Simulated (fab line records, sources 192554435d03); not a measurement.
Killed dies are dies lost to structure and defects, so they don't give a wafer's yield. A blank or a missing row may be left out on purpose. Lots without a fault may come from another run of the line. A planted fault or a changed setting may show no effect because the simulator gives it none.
fab line records | flow n5_finfet
record lots=7 wafers=39
route steps=1938 shown WELL_APT@39 FIN_SAQP@102 DUMMY_GATE@248 SPACER0@258 SD_EPI_P@300
start_h: hours from the record's first day to the start of the lot's first wafer shown | wait_h: hours since the lot's step before | " the same as in the row above | L1.1+2: a row that stands for several wafers | - no value, or no start given | * or withheld: withheld | < > ~ a bound
route shown NAME@n: a module of which the file shows steps, and the number in the route of the first | usual: mean/standard deviation of fault-free wafers | same: alike in all rows | chamber/n: place in a boat | sites: the reading at each site | _std_site: their standard deviation | _edge_site: outer sites' mean less inner sites' | radius_mm: how far each site lies from the wafer's centre | mask NAME#n: copy n | behind: the tool/chamber that last shaped the wafer | hold: why the lot was held/for how many hours/how that ended | device: the transistor (n, p or np) that didn't switch | end of line: the same wafers' tests at the end of the route | a step without rows: its recipe alone | killed: dies lost to structure and defects at the first sort, not the wafer's yield | map: a wafer's dies, x killed, . not, _ none there
set.NAME: the setting as run; set.NAME@STEP: as run at that earlier step | model.NAME: the simulator's own value behind a step, which no gauge read
lots whose settings were changed on purpose; a table a step, a row a wafer
## steps
# step N5_WELL_APT_EXPOSE_22
# recipe mask_id=PWELL na=0.8 source_shape=conventional sigma_outer=0.8 polarization=unpolarized defocus_nm=0 target_cd_nm=200 dose_mj=23.2
# columns lot.wafer tool chamber start_h wait_h mask set.dose_mj
L074.1+2+3+4+5+6 krf_scanner-01 0 14.92 - PWELL#0 23.2
L083.1+2+4 krf_scanner-02 0 68.72 - PWELL#0 23.2
L083.3+5+6 " 0 " " PWELL#0 24.61
L087.1+2+3+4+5+6 krf_scanner-01 0 92.65 - PWELL#0 23.2
L092.1+3+6 krf_scanner-02 0 122.90 - PWELL#0 23.2
L092.2+4+5 " 0 " " PWELL#0 24
L093.1+4+6 krf_scanner-02 0 129.16 - PWELL#0 23.97
L093.2+3+5 " 0 " " PWELL#0 23.2
L094.1+3+6 krf_scanner-01 0 135.04 - PWELL#0 21.77
L094.2+4+5 " 0 " " PWELL#0 23.2
L097.2+3+6 krf_scanner-02 0 152.76 - PWELL#0 23.2
# step N5_WELL_APT_PEB_23
# recipe peb_temp_c=130 peb_time_s=90
# step N5_WELL_APT_DEVELOP_24
# recipe develop_time_s=45 rinse_liquid=surfactant_rinse dry=air_spin dev_temp_c=21
# step N5_WELL_APT_HARDBAKE_29
# recipe temp_c=130 time_s=120
# step N5_WELL_APT_CD_MEAS_25
# recipe target_cd_nm=200 landing_energy_ev=500 detector=se_inlens
# usual cd_nm=200.6/2.8
# columns lot.wafer tool chamber start_h wait_h set.dose_mj@WELL_APT_EXPOSE_22 cd_nm
L074.1 cd_sem-01 0 15.09 - 23.2 198.4
L074.2 " 0 " " 23.2 199.3
L074.3 " 0 " " 23.2 198.5
L074.4 " 0 " " 23.2 197.0
L074.5 " 0 " " 23.2 197.7
L074.6 " 0 " " 23.2 197.1
L083.1 cd_sem-01 0 68.90 - 23.2 197.5
L083.2 " 0 " " 23.2 196.8
L083.3 " 0 " " 24.61 212.1
L083.4 " 0 " " 23.2 200.1
L083.5 " 0 " " 24.61 209.9
L083.6 " 0 " " 24.61 212.2
L087.1 cd_sem-02 0 92.83 - 23.2 200.0
L087.2 " 0 " " 23.2 202.1
L087.3 " 0 " " 23.2 202.9
L087.4 " 0 " " 23.2 199.4
L087.5 " 0 " " 23.2 202.4
L087.6 " 0 " " 23.2 202.1
L092.1 cd_sem-02 0 123.08 - 23.2 198.2
L092.2 " 0 " " 24 208.4
L092.3 " 0 " " 23.2 197.8
L092.4 " 0 " " 24 204.7
L092.5 " 0 " " 24 204.2
L092.6 " 0 " " 23.2 197.6
L093.1 cd_sem-03 0 129.33 - 23.97 204.9
L093.2 " 0 " " 23.2 203.2
L093.3 " 0 " " 23.2 201.4
L093.4 " 0 " " 23.97 206.8
L093.5 " 0 " " 23.2 200.7
L093.6 " 0 " " 23.97 205.0
L094.1 cd_sem-01 0 135.21 - 21.77 191.4
L094.2 " 0 " " 23.2 203.7
L094.3 " 0 " " 21.77 189.2
L094.4 " 0 " " 23.2 204.0
L094.5 " 0 " " 23.2 202.8
L094.6 " 0 " " 21.77 193.7
L097.2 cd_sem-03 0 152.93 - 23.2 199.1
L097.3 " 0 " " 23.2 196.5
L097.6 " 0 " " 23.2 198.4
# step N5_WELL_APT_DESCUM_30
# recipe chemistry=O2 time_s=7.9 source_power_w=50 bias_power_w=20 pressure_mtorr=20 rf_frequency_hz=2.712e+07 temp_c=40 o2_flow_sccm=225
# columns lot.wafer tool chamber start_h wait_h set.dose_mj@WELL_APT_EXPOSE_22 model.WELL_APT.cd_nm
L074.1 rie_diel-05 1 15.18 0.0 23.2 198.7
L074.2 " 0 " " 23.2 199.5
L074.3 " 3 " " 23.2 198.6
L074.4 " 2 " " 23.2 196.9
L074.5 " 2 " " 23.2 197.6
L074.6 " 3 " " 23.2 197.8
L083.1 rie_diel-01 3 68.98 0.0 23.2 197.5
L083.2 " 2 " " 23.2 196.6
L083.3 " 1 " " 24.61 212.3
L083.4 " 0 " " 23.2 199.8
L083.5 " 3 " " 24.61 209.8
L083.6 " 2 " " 24.61 211.6
L087.1 rie_diel-05 1 92.91 0.0 23.2 200.5
L087.2 " 0 " " 23.2 201.8
L087.3 " 3 " " 23.2 203
L087.4 " 2 " " 23.2 199.5
L087.5 " 1 " " 23.2 202.7
L087.6 " 0 " " 23.2 201.9
L092.1+6 rie_diel-05 0,1 123.18 0.0 23.2 197.8
L092.2 " 1 " " 24 208.6
L092.3 " 3 " " 23.2 202.8
L092.4 " 2 " " 24 204.6
L092.5 " 2 " " 24 204.2
L093.1 rie_diel-01 3 129.42 0.0 23.97 204.8
L093.2 " 1 " " 23.2 202.7
L093.3 " 2 " " 23.2 201.3
L093.4 " 0 " " 23.97 206.4
L093.5 " 1 " " 23.2 200.7
L093.6 " 2 " " 23.97 204.7
L094.1 rie_diel-05 3 135.30 0.0 21.77 191.6
L094.2 " 2 " " 23.2 203.7
L094.3 " 0 " " 21.77 189.1
L094.4 " 1 " " 23.2 204.4
L094.5 " 0 " " 23.2 202.9
L094.6 " 3 " " 21.77 193.6
L097.2 rie_diel-01 0 153.11 0.1 23.2 199.2
L097.3 " 2 " " 23.2 196.3
L097.6 " 2 " " 23.2 198.7
# step N5_FIN_SAQP_HM_DEP_72
# recipe material=SiO2 target_thk_a=120 temp_c=400 precursor=SiH4/N2O pressure_torr=0.75 rf_w=275 time_s=7.2
# columns lot.wafer tool chamber start_h wait_h set.target_thk_a model.SiO2_of_FIN_SAQP_HM_DEP_72.thk_nm
L074.1 pecvd-03 0 22.84 0.0 130.2 13.07
L074.2 " 1 " " 120 12.07
L074.3 " 2 " " 120 11.85
L074.4 " 0 " " 130.2 13.32
L074.5 " 1 " " 120 12.25
L074.6 " 2 " " 130.2 13.11
L083.1+6 pecvd-04 0,1 75.57 0.0 120 12.05
L083.2 " 2 " " 132.7 13.31
L083.3 " 1 " " 132.7 13.05
L083.4 " 2 " " 120 12.4
L083.5 " 0 " " 132.7 13.37
L087.1 pecvd-02 2 99.37 0.0 114.8 11.27
L087.2 " 1 " " 120 12.2
L087.3 " 0 " " 114.8 11.24
L087.4 " 1 " " 120 12.32
L087.5 " 2 " " 120 12.11
L087.6 " 0 " " 114.8 11.19
L092.1 pecvd-04 0 130.15 0.0 120 11.87
L092.2 " 1 " " 125.3 12.35
L092.3 " 2 " " 125.3 12.72
L092.4 " 0 " " 125.3 12.57
L092.5 " 1 " " 120 11.89
L092.6 " 2 " " 120 12.15
L093.1 pecvd-04 2 135.72 0.0 120 12.04
L093.2 " 0 " " 131.3 12.98
L093.3 " 1 " " 120 11.68
L093.4 " 1 " " 120 11.77
L093.5 " 0 " " 131.3 13.22
L093.6 " 2 " " 131.3 13.45
L094.1 pecvd-02 1 141.57 0.0 107.4 10.44
L094.2 " 0 " " 120 11.54
L094.3 " 2 " " 107.4 10.36
L094.4 " 1 " " 120 11.92
L094.5 " 0 " " 107.4 10.63
L094.6 " 2 " " 120 11.9
L097.2 pecvd-04 1 160.18 0.0 120 11.64
L097.3 " 2 " " 120 12.01
L097.6 " 2 " " 120 12.1
# step N5_FIN_SAQP_COAT_49
# recipe resist=SOC temp_c=250 time_s=60 spin_rpm=1500 resist_thk_nm=100
# step N5_FIN_SAQP_COAT_50
# recipe resist=SiARC temp_c=220 time_s=60 spin_rpm=1500 resist_thk_nm=35
# step N5_FIN_SAQP_ETCH_52
# recipe chemistry=N2/H2 target=SOC target_depth_a=1000 overetch_a=200 mask_material=SiARC temp_c=40 time_s=150 ion_energy_ev=200 pressure_mtorr=30 source_w=840 bias_w=150 n2_flow_sccm=200 h2_flow_sccm=200 ends=end_point
# step N5_FIN_SAQP_STRIP_53
# recipe chemistry=N2/H2 temp_c=40 n2_flow_sccm=200 h2_flow_sccm=200 rf_frequency_hz=6e+07
# step N5_FIN_SAQP_HM_OPEN_73
# recipe chemistry=CHF3/O2 target=SiO2 stop_on=a-Si target_depth_a=120 over_etch_frac=1.8 mask_material=SOC time_s=16.8 pressure_mtorr=30 source_w=650 bias_w=170 Ar_flow_sccm=200 CHF3_flow_sccm=50 O2_flow_sccm=5 ion_energy_ev=200 ends=end_point
# columns lot.wafer tool chamber start_h wait_h set.target_thk_a@FIN_SAQP_HM_DEP_72 model.etch.depth_nm
L074.1 rie_diel-01 2 23.59 0.0 130.2 13.07
L074.2 " 0 " " 120 12.07
L074.3 " 3 " " 120 11.85
L074.4 " 1 " " 130.2 13.32
L074.5 " 3 " " 120 12.25
L074.6 " 2 " " 130.2 13.11
L083.1+6 rie_diel-01 2 76.32 0.0 120 12.05
L083.2 " 1 " " 132.7 13.31
L083.3 " 3 " " 132.7 13.05
L083.4 " 0 " " 120 12.4
L083.5 " 3 " " 132.7 13.37
L087.1 rie_diel-01 3 100.12 0.0 114.8 11.27
L087.2 " 2 " " 120 12.2
L087.3 " 0 " " 114.8 11.24
L087.4 " 3 " " 120 12.32
L087.5 " 0 " " 120 12.11
L087.6 " 2 " " 114.8 11.19
L092.1 rie_diel-01 0 130.90 0.0 120 11.87
L092.2 " 2 " " 125.3 12.35
L092.3 " 3 " " 125.3 12.72
L092.4 " 1 " " 125.3 12.57
L092.5 " 3 " " 120 11.89
L092.6 " 2 " " 120 12.15
L093.1 rie_diel-01 3 136.46 0.0 120 12.04
L093.2 " 2 " " 131.3 12.98
L093.3 " 0 " " 120 11.68
L093.4 " 1 " " 120 11.77
L093.5 " 0 " " 131.3 13.22
L093.6 " 1 " " 131.3 13.45
L094.1 rie_diel-01 2 142.31 0.0 107.4 10.44
L094.2 " 3 " " 120 11.54
L094.3 " 1 " " 107.4 10.36
L094.4 " 0 " " 120 11.92
L094.5 " 3 " " 107.4 10.63
L094.6 " 0 " " 120 11.9
L097.2 rie_diel-05 2 160.95 0.0 120 11.64
L097.3 " 3 " " 120 12.01
L097.6 " 3 " " 120 12.1
# step N5_DUMMY_GATE_ETCH_44
# recipe chemistry=HBr/O2 over_etch_frac=0.7 target_depth_a=1275 stop_on=SiO2 ion_energy_ev=60 bias_w=20 target=poly-Si mask_material=SiO2 pressure_mtorr=20 icp_w=400 HBr_flow_sccm=120 O2_flow_sccm=10
# usual oes_product_au=0.727/0.012
# columns lot.wafer tool chamber start_h wait_h set.target_depth_a oes_product_au
L074.1 rie_si-06 1 47.96 0.0 1275 0.704
L074.2 " 2 " " 1172 0.758
L074.3 " 3 " " 1275 0.725
L074.4 " 0 " " 1172 0.752
L074.5 " 3 " " 1275 0.733
L074.6 " 2 " " 1172 0.746
L083.1 rie_si-01 0 100.64 0.0 1275 0.705
L083.2 " 3 " " 1152 0.750
L083.3 " 2 " " 1275 0.714
L083.4 " 1 " " 1152 0.759
L083.5 " 1 " " 1275 0.717
L083.6 " 2 " " 1152 0.754
L087.1 rie_si-06 0 127.60 0.0 1139 0.753
L087.2 " 2 " " 1139 0.769
L087.3 " 1 " " 1275 0.712
L087.4 " 1 " " 1275 0.709
L087.5 " 0 " " 1275 0.711
L087.6 " 2 " " 1139 0.775
L092.1 rie_si-01 0 158.31 0.0 1375 0.701
L092.2 " 3 " " 1275 0.720
L092.3 " 1 " " 1275 0.728
L092.4 " 2 " " 1375 0.695
L092.5 " 0 " " 1375 0.692
L092.6 " 1 " " 1275 0.724
L093.1 rie_si-01 0 161.32 0.0 1275 0.738
L093.2 " 3 " " 1275 0.734
L093.3 " 2 " " 1129 0.783
L093.4 " 1 " " 1275 0.747
L093.5 " 2 " " 1129 0.779
L093.6 " 3 " " 1129 0.798
L094.1 rie_si-01 1 167.87 0.0 1275 0.731
L094.2 " 2 " " 1424 0.690
L094.3 " 0 " " 1424 0.685
L094.4 " 3 " " 1424 0.687
L094.5 " 1 " " 1275 0.720
L094.6 " 2 " " 1275 0.733
L097.2 rie_si-01 3 187.03 0.0 1275 0.737
L097.3 " 1 " " 1275 0.727
L097.6 " 3 " " 1275 0.730
# step N5_SPACER0_ALD_07
# recipe material=SiNx target_thk_a=20 temp_c=400 ald_precursor_family=SiH2I2 ald_co_reactant=N2/H2-plasma pressure_torr=2
# columns lot.wafer tool chamber start_h wait_h set.target_thk_a model.SiNx_of_SPACER0_ALD_07.thk_nm
L074.1+2+5 ald_sin-01 3,1,0 48.83 0.5 20 2
L074.3+4+6 " 2,0,3 " " 21.56 2.2
L083.1+4+5 ald_sin-01 3,2,2 101.85 0.7 17.84 1.8
L083.2+3+6 " 0,1,1 " " 20 2
L087.1+4+6 ald_sin-04 3,1,3 128.87 0.9 20 2
L087.2+5 " 0 " " 16.88 1.8
L087.3 " 2 " " 16.88 1.6
L092.1+3+5 ald_sin-01 0,3,2 158.74 0.0 20 2
L092.2+4+6 " 1,2,1 " " 21.14 2.2
L093.1+5+6 ald_sin-04 1,2,3 161.75 0.0 17.48 1.8
L093.2+3+4 " 0,3,2 " " 20 2
L094.1+2+6 ald_sin-04 2,0,2 168.54 0.3 20 2
L094.3+4+5 " 1,3,3 " " 23.18 2.4
L097.2+3+6 ald_sin-01 3,0,1 187.95 0.3 20 2
# step N5_SD_EPI_P_EXPOSE_06
# recipe mask_id=SD_P_BLK na=1.35 source_shape=conventional sigma_outer=0.8 polarization=unpolarized target_cd_nm=240 dose_mj=39.5
# columns lot.wafer tool chamber start_h wait_h mask set.dose_mj
L074.1+2+3+4+5+6 arfi_scanner-02 0 54.35 - SD_P_BLK#0 39.5
L083.1+2+3+4+5+6 arfi_scanner-01 0 107.19 - SD_P_BLK#0 39.5
L087.1+2+4 arfi_scanner-03 0 135.06 - SD_P_BLK#0 38.69
L087.3+5+6 " 0 " " SD_P_BLK#0 39.5
L092.1+3+4 arfi_scanner-02 0 164.94 - SD_P_BLK#0 39.5
L092.2+5+6 " 0 " " SD_P_BLK#0 36.92
L093.1+2+6 arfi_scanner-01 0 167.14 - SD_P_BLK#0 39.5
L093.3+4+5 " 0 " " SD_P_BLK#0 36.72
L094.1+3+4 arfi_scanner-03 0 174.16 - SD_P_BLK#0 39.5
L094.2+5+6 " 0 " " SD_P_BLK#0 40.43
L097.2+3+6 arfi_scanner-01 0 193.94 - SD_P_BLK#0 39.5
# step N5_SD_EPI_P_PEB_07
# recipe peb_temp_c=110 peb_time_s=60 resist=CAR-ArF-block
# step N5_SD_EPI_P_DEVELOP_08
# recipe develop_time_s=30 developer=TMAH resist=CAR-ArF-block dev_temp_c=23 rinse_liquid=diw dry=air_spin
# step N5_SD_EPI_P_CD_MEAS_09
# recipe target_cd_nm=240 landing_energy_ev=500 detector=se_inlens
# usual cd_nm=239.9/0.91
# columns lot.wafer tool chamber start_h wait_h set.dose_mj@SD_EPI_P_EXPOSE_06 cd_nm
L074.1 cd_sem-03 0 54.47 - 39.5 240.9
L074.2 " 0 " " 39.5 240.1
L074.3 " 0 " " 39.5 239.8
L074.4 " 0 " " 39.5 240.5
L074.5 " 0 " " 39.5 238.5
L074.6 " 0 " " 39.5 239.0
L083.1 cd_sem-03 0 107.31 - 39.5 240.8
L083.2 " 0 " " 39.5 239.5
L083.3 " 0 " " 39.5 239.4
L083.4 " 0 " " 39.5 239.2
L083.5 " 0 " " 39.5 241.7
L083.6 " 0 " " 39.5 240.6
L087.1 cd_sem-03 0 135.18 - 38.69 239.2
L087.2 " 0 " " 38.69 239.6
L087.3 " 0 " " 39.5 240.0
L087.4 " 0 " " 38.69 238.9
L087.5 " 0 " " 39.5 240.2
L087.6 " 0 " " 39.5 240.7
L092.1 cd_sem-03 0 165.06 - 39.5 240.5
L092.2 " 0 " " 36.92 235.6
L092.3 " 0 " " 39.5 240.2
L092.4 " 0 " " 39.5 239.5
L092.5 " 0 " " 36.92 235.1
L092.6 " 0 " " 36.92 236.1
L093.1 cd_sem-01 0 167.27 - 39.5 240.3
L093.2 " 0 " " 39.5 240.5
L093.3 " 0 " " 36.72 235.2
L093.4 " 0 " " 36.72 236.6
L093.5 " 0 " " 36.72 235.8
L093.6 " 0 " " 39.5 241.0
L094.1 cd_sem-01 0 174.29 - 39.5 239.7
L094.2 " 0 " " 40.43 242.5
L094.3 " 0 " " 39.5 240.9
L094.4 " 0 " " 39.5 240.7
L094.5 " 0 " " 40.43 240.7
L094.6 " 0 " " 40.43 241.9
L097.2 cd_sem-02 0 194.06 - 39.5 240.8
L097.3 " 0 " " 39.5 241.0
L097.6 " 0 " " 39.5 239.4
# step N5_SD_EPI_P_DESCUM_14
# recipe chemistry=O2 time_s=7.9 source_power_w=50 bias_power_w=20 pressure_mtorr=20 rf_frequency_hz=2.712e+07 temp_c=40 resist=CAR-ArF-block o2_flow_sccm=225
# columns lot.wafer tool chamber start_h wait_h set.dose_mj@SD_EPI_P_EXPOSE_06 model.SD_EPI_P.cd_nm
L074.1 rie_diel-03 0 54.56 0.0 39.5 240.8
L074.2 " 2 " " 39.5 239.6
L074.3 " 3 " " 39.5 240
L074.4 " 0 " " 39.5 240.4
L074.5 " 2 " " 39.5 238.6
L074.6 " 3 " " 39.5 238.8
L083.1 rie_diel-03 2 107.40 0.0 39.5 240.8
L083.2+3+4 " 3,0,2 " " 39.5 239.4
L083.5 " 3 " " 39.5 241.2
L083.6 " 0 " " 39.5 240.4
L087.1 rie_diel-06 1 135.27 0.0 38.69 239.2
L087.2 " 2 " " 38.69 239.4
L087.3+5 " 3 " " 39.5 240
L087.4 " 0 " " 38.69 238.6
L087.6 " 0 " " 39.5 240.2
L092.1+3 rie_diel-04 0,2 165.16 0.0 39.5 240.4
L092.2 " 3 " " 36.92 235.8
L092.4 " 1 " " 39.5 239.6
L092.5 " 0 " " 36.92 235.2
L092.6 " 1 " " 36.92 235.6
L093.1+2 rie_diel-03 3,0 167.35 0.0 39.5 240.2
L093.3 " 3 " " 36.72 235
L093.4 " 0 " " 36.72 236.2
L093.5 " 3 " " 36.72 235.6
L093.6 " 0 " " 39.5 241
L094.1 rie_diel-06 0 174.37 0.0 39.5 239.2
L094.2 " 2 " " 40.43 242.4
L094.3 " 3 " " 39.5 240.8
L094.4 " 0 " " 39.5 240.4
L094.5 " 3 " " 40.43 241
L094.6 " 2 " " 40.43 241.4
L097.2+3 rie_diel-03 1,0 194.38 0.0 39.5 240.8
L097.6 " 3 " " 39.5 239.4
# step N5_SD_EPI_P_ETCH_36
# recipe chemistry=CF4 target=SiARC target_depth_a=455 mask_material=CAR-ArF-block time_s=75.8 ion_energy_ev=80 pressure_mtorr=40 source_w=545 bias_w=36 Ar_flow_sccm=100 cf4_flow_sccm=100 ends=cleared
# columns lot.wafer tool chamber start_h wait_h set.dose_mj@SD_EPI_P_EXPOSE_06 model.SD_EPI_P.cd_nm
L074.1 rie_diel-03 0 54.60 0.0 39.5 240.8
L074.2 " 2 " " 39.5 239.8
L074.3 " 3 " " 39.5 240.2
L074.4 " 0 " " 39.5 240.4
L074.5 " 2 " " 39.5 238.8
L074.6 " 3 " " 39.5 239.2
L083.1 rie_diel-03 2 107.44 0.0 39.5 241
L083.2+4 " 3,2 " " 39.5 239.8
L083.3 " 0 " " 39.5 239.6
L083.5 " 3 " " 39.5 241.8
L083.6 " 0 " " 39.5 240.6
L087.1 rie_diel-06 1 135.31 0.0 38.69 239.4
L087.2 " 2 " " 38.69 239.2
L087.3+5+6 " 3,3,0 " " 39.5 240
L087.4 " 0 " " 38.69 238.4
L092.1+3 rie_diel-04 0,2 165.19 0.0 39.5 240.4
L092.2 " 3 " " 36.92 235.8
L092.4 " 1 " " 39.5 239.4
L092.5 " 0 " " 36.92 235.2
L092.6 " 1 " " 36.92 235.4
L093.1 rie_diel-03 3 167.41 0.0 39.5 240.4
L093.2 " 0 " " 39.5 240
L093.3 " 3 " " 36.72 235.2
L093.4 " 0 " " 36.72 236.2
L093.5 " 3 " " 36.72 235.4
L093.6 " 0 " " 39.5 240.8
L094.1 rie_diel-06 0 174.41 0.0 39.5 239.2
L094.2 " 2 " " 40.43 242.4
L094.3 " 3 " " 39.5 240.8
L094.4 " 0 " " 39.5 240.2
L094.5 " 3 " " 40.43 241
L094.6 " 2 " " 40.43 241.4
L097.2 rie_diel-03 1 194.42 0.0 39.5 241
L097.3 " 0 " " 39.5 240.8
L097.6 " 3 " " 39.5 239.8
## key
split step=N5_WELL_APT_EXPOSE_22 setting=dose_mj stated=23.2 by=wafer
response step=N5_WELL_APT_CD_MEAS_25 reading=cd_nm change=+1.99 per=1% r=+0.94
response step=N5_WELL_APT_DESCUM_30 reading=model.WELL_APT.cd_nm change=+1.95 per=1% r=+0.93
split step=N5_FIN_SAQP_HM_DEP_72 setting=target_thk_a stated=120 by=wafer
response step=N5_FIN_SAQP_HM_DEP_72 reading=model.SiO2_of_FIN_SAQP_HM_DEP_72.thk_nm change=+0.129 per=1% r=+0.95
response step=N5_FIN_SAQP_HM_OPEN_73 reading=model.etch.depth_nm change=+0.129 per=1% r=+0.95
split step=N5_DUMMY_GATE_ETCH_44 setting=target_depth_a stated=1275 by=wafer
response step=N5_DUMMY_GATE_ETCH_44 reading=oes_product_au change=-0.00413 per=1% r=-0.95
split step=N5_SPACER0_ALD_07 setting=target_thk_a stated=20 by=wafer
response step=N5_SPACER0_ALD_07 reading=model.SiNx_of_SPACER0_ALD_07.thk_nm change=+0.0207 per=1% r=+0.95
split step=N5_SD_EPI_P_EXPOSE_06 setting=dose_mj stated=39.5 by=wafer
response step=N5_SD_EPI_P_CD_MEAS_09 reading=cd_nm change=+0.666 per=1% r=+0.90
response step=N5_SD_EPI_P_DESCUM_14 reading=model.SD_EPI_P.cd_nm change=+0.685 per=1% r=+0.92
response step=N5_SD_EPI_P_ETCH_36 reading=model.SD_EPI_P.cd_nm change=+0.682 per=1% r=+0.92
